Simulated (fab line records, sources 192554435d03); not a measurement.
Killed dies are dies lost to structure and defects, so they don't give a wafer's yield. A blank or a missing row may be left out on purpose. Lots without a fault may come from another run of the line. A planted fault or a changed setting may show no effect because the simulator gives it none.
A struck lot beside a sound one | flow n5_finfet | 43 steps out of a route of 1938
Sound: wafers L617.1, L617.2, L617.5. Struck: wafers L607.1, L607.4, L607.5. The cause comes at the end.
At each step with rows: each side's tool, then ch and its chambers, then its first start. Under that, the readings that differ: sound wafers | struck wafers | difference of the means | sigmas: that difference in standard deviations of wafers without a fault.
alike: readings whose means differ by less than 2 such deviations, and words and numbers that are the same on both sides. not compared: withheld readings, readings that some wafer has no value for, bounds like >300 that may hide the same value, and numbers for which the record gives no deviation and whose values overlap.
The two part at a step that has a row with sigmas, a row that says differs or no value, or rows on one side only. Numbers that don't overlap but have no deviation are shown without sigmas and don't part them. A reading that every wafer of one side lacks parts them only if that side has two wafers or more.

first, 11 steps without rows for these wafers: N5_BEOL_M2_DESCUM_33 (chemistry O2, time 7 s); N5_BEOL_M2_ETCH_77 (etches underlayer in N2/H2, target depth 6.5 nm, time 5.2 s); N5_BEOL_M2_ETCH_69 (etches SiARC in CF4, target depth 15.6 nm, time 26 s); N5_BEOL_M2_ALD_98 (deposits SiO2, target thk 2.5 nm, pulse time 1 s, co reactant pulse time 1 s); N5_BEOL_M2_ETCHBACK_99 (etches SiO2 in CHF3, target depth 5 nm, time 10.4 s); N5_BEOL_M2_ETCH_70 (etches SOC in N2/H2, target depth 80 nm, overetch 24 nm, time 130 s); N5_BEOL_M2_STRIP_71 (strips in N2/H2); N5_BEOL_M2_STRIP_78 (strips in N2/H2); N5_BEOL_M2_VIA_ETCH_34 (etches the open film in C4F6/O2, target depth 69.4 nm, time 65.9 s); N5_BEOL_M2_STRIP_83 (strips in C4F6/O2); N5_BEOL_M2_STRIP_36 (strips in N2/H2).
N5_BEOL_M2_TRENCH_ETCH_37: etches SiOC in C4F6/O2, target depth 55.555 nm, time 29.2 s.
  sound on rie_diel-01 ch 0,3, day 10 15:21; struck on rie_diel-01 ch 0,1,3, day 8 07:58
  no value came back on the struck wafers for any of 10 readings (C4F6_flow_sccm (sccm), O2_flow_sccm (sccm) and others); on the sound wafers C4F6_flow_sccm (sccm) reads 10.08 10.00 9.97
  reading                                    | sound          | struck       | difference | sigmas
  model.TiN_of_BEOL_M2_HM_DEP_02.thk_nm (nm) | 17.6 17.4 17.2 | 20.2 20.2 20 | +2.7       |
  not compared: rf_hours_counter_h
then, 2 steps without rows for these wafers: N5_BEOL_M2_ETCH_41 (etches SiCN in CH3F/O2, target depth 29.9 nm, time 52.5 s); N5_BEOL_M2_STRIP_97 (strips in N2/H2, time 10 s).
N5_BEOL_M2_OCD_MEAS_38:
  sound on ocd-02, day 10 15:30; struck on ocd-02, day 8 08:07
  reading              | sound          | struck  | difference | sigmas
  trench_depth_nm (nm) | 56.9 56.0 56.2 | 0.1 0 0 | -56.3      | -51
then, 25 steps without rows for these wafers: N5_BEOL_M2_HM_STRIP_39 (strips TiN in peroxide tin strip, target depth 25 nm, time 158 s); N5_BEOL_M2_SRD_40 (time 30 s); N5_BEOL_M2_PRECLEAN_42 (cleans in residue remover, time 60 s); N5_BEOL_M2_SRD_43 (time 30 s); N5_BEOL_M2_DEGAS_44 (time 60 s); N5_BEOL_M2_PRE_CLEAN_45 (time 30 s); N5_BEOL_M2_ALD_84 (deposits TaN, pulse time 2 s, purge time 3 s, co reactant purge time 2 s); N5_BEOL_M2_SURFACE_TREAT_85; N5_BEOL_M2_CVD_47 (deposits Co from CCTBA/H2, target thk 3 nm, time 223.8 s); N5_BEOL_M2_SPUTTER_48 (material Cu, target thk 4.5 nm, time 8.29 s); N5_BEOL_M2_ANNEAL_49 (time 240 s); N5_BEOL_M2_SPUTTER_79 (material Cu, target thk 4.5 nm, time 8.29 s); N5_BEOL_M2_ANNEAL_80 (time 240 s); N5_BEOL_M2_SPUTTER_81 (material Cu, target thk 4.5 nm, time 8.29 s); N5_BEOL_M2_ANNEAL_82 (time 240 s); N5_BEOL_M2_SPUTTER_86 (material Cu, target thk 4.5 nm, time 8.29 s); N5_BEOL_M2_ANNEAL_87 (time 240 s); N5_BEOL_M2_SPUTTER_88 (material Cu, target thk 4.5 nm, time 8.29 s); N5_BEOL_M2_ANNEAL_89 (time 240 s); N5_BEOL_M2_SPUTTER_90 (material Cu, target thk 4.5 nm, time 8.29 s); N5_BEOL_M2_ANNEAL_91 (time 240 s); N5_BEOL_M2_SPUTTER_92 (material Cu, target thk 4.5 nm, time 8.29 s); N5_BEOL_M2_ANNEAL_93 (time 240 s); N5_BEOL_M2_SPUTTER_94 (material Cu, target thk 4.5 nm, time 8.29 s); N5_BEOL_M2_ANNEAL_95 (time 240 s).
N5_BEOL_M2_CMP_52: polishes, stops on SiOC, t overpolish 6.8 s, target thk 40 nm.
  sound on cmp-01 ch 0,1,3, day 10 19:17; struck on cmp-01 ch 0,2,3, day 8 12:02
  reading                                | sound          | struck | difference | sigmas
  model.Cu_of_BEOL_M2_ECD_50.thk_nm (nm) | 41.2 41.8 41.2 | 1 0 2  | -40        |
  alike: motor_current_A, platen_rpm
N5_BEOL_M4_RC_MEAS_101:
  the record has rows for the sound wafers here (prober-01 ch 0, day 11 20:53) and none for the struck ones
-- the record jumps here: 5 days lie between the struck wafers' starts before and after (it left off in module BEOL_M4 and takes up again in module PASSIVATION, whose first step shown is number 1936 of the route) --
N5_PASSIVATION_PROBE_49:
  the record has rows for the struck wafers here (prober-02, day 13 17:08) and none for the sound ones

WHERE THEY PART
First at N5_BEOL_M2_TRENCH_ETCH_37; last, within this record, at N5_PASSIVATION_PROBE_49.

WHY: what the simulator had put in
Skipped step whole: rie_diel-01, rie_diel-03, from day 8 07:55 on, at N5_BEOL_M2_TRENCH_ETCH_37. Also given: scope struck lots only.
